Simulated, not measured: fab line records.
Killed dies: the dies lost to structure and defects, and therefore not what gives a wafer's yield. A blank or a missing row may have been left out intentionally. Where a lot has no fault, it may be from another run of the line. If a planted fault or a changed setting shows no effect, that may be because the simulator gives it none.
Matching of chambers || flow n5_finfet || N5_SDB_HM_DEP_00 on pecvd-02: 3 sister chambers
The step deposits SiNx from SiH4/NH3/N2, target thk 40 nm, time 35.3 s. 6 wafers are shown with their chamber, then 10 later ones without.

== WAFERS PAIRED WITH THEIR CHAMBERS ==
{"wafer": "L086.4", "chamber": 0, "throttle_valve_pct (%)": 38.7, "showerhead_plenum_p_Torr (Torr)": 5.23}
{"wafer": "L087.1", "chamber": 1, "throttle_valve_pct (%)": 39.3, "showerhead_plenum_p_Torr (Torr)": 5.10}
{"wafer": "L087.3", "chamber": 0, "throttle_valve_pct (%)": 38.5, "showerhead_plenum_p_Torr (Torr)": 5.23}
{"wafer": "L087.5", "chamber": 1, "throttle_valve_pct (%)": 39.7, "showerhead_plenum_p_Torr (Torr)": 5.08}
{"wafer": "L089.3", "chamber": 2, "throttle_valve_pct (%)": 35.8, "showerhead_plenum_p_Torr (Torr)": 5.22}
{"wafer": "L089.4", "chamber": 2, "throttle_valve_pct (%)": 35.7, "showerhead_plenum_p_Torr (Torr)": 5.23}

== WAFERS MISSING THEIR CHAMBER ==
{"wafer": "L089.6", "throttle_valve_pct (%)": 38.8, "showerhead_plenum_p_Torr (Torr)": 5.21}
{"wafer": "L091.1", "throttle_valve_pct (%)": 38.8, "showerhead_plenum_p_Torr (Torr)": 5.22}
{"wafer": "L091.3", "throttle_valve_pct (%)": 39.6, "showerhead_plenum_p_Torr (Torr)": 5.10}
{"wafer": "L091.4", "throttle_valve_pct (%)": 35.5, "showerhead_plenum_p_Torr (Torr)": 5.21}
{"wafer": "L093.1", "throttle_valve_pct (%)": 39.0, "showerhead_plenum_p_Torr (Torr)": 5.23}
{"wafer": "L093.4", "throttle_valve_pct (%)": 39.0, "showerhead_plenum_p_Torr (Torr)": 5.22}
{"wafer": "L093.5", "throttle_valve_pct (%)": 35.8, "showerhead_plenum_p_Torr (Torr)": 5.23}
{"wafer": "L097.1", "throttle_valve_pct (%)": 39.1, "showerhead_plenum_p_Torr (Torr)": 5.22}
{"wafer": "L097.2", "throttle_valve_pct (%)": 39.4, "showerhead_plenum_p_Torr (Torr)": 5.09}
{"wafer": "L097.5", "throttle_valve_pct (%)": 38.8, "showerhead_plenum_p_Torr (Torr)": 5.21}

== CHAMBER TAKEN BY EACH ==
{"wafer": "L089.6", "from the rows above": 0, "in truth": 0}
{"wafer": "L091.1", "from the rows above": 0, "in truth": 0}
{"wafer": "L091.3", "from the rows above": 1, "in truth": 1}
{"wafer": "L091.4", "from the rows above": 2, "in truth": 2}
{"wafer": "L093.1", "from the rows above": 0, "in truth": 0}
{"wafer": "L093.4", "from the rows above": 0, "in truth": 0}
{"wafer": "L093.5", "from the rows above": 2, "in truth": 2}
{"wafer": "L097.1", "from the rows above": 0, "in truth": 0}
{"wafer": "L097.2", "from the rows above": 1, "in truth": 1}
{"wafer": "L097.5", "from the rows above": 0, "in truth": 0}
10 of 10 placed correctly. Left unplaced by these rows: 0. Number placed wrongly: 0.
How it was worked out, from the rows above alone: a wafer's distance from a chamber is the root of the sum, over the readings, of the square of ((its reading less the chamber's mean) divided by the reading's scatter). The wafer belongs to the nearest chamber; if the next one is less than 2 further off, it can't be placed. The mean given for a chamber averages the wafers shown for that chamber. The scatter: take each reading less its chamber's mean, square it, sum over the shown wafers, divide by the number of wafers less the number of chambers, and take the root.
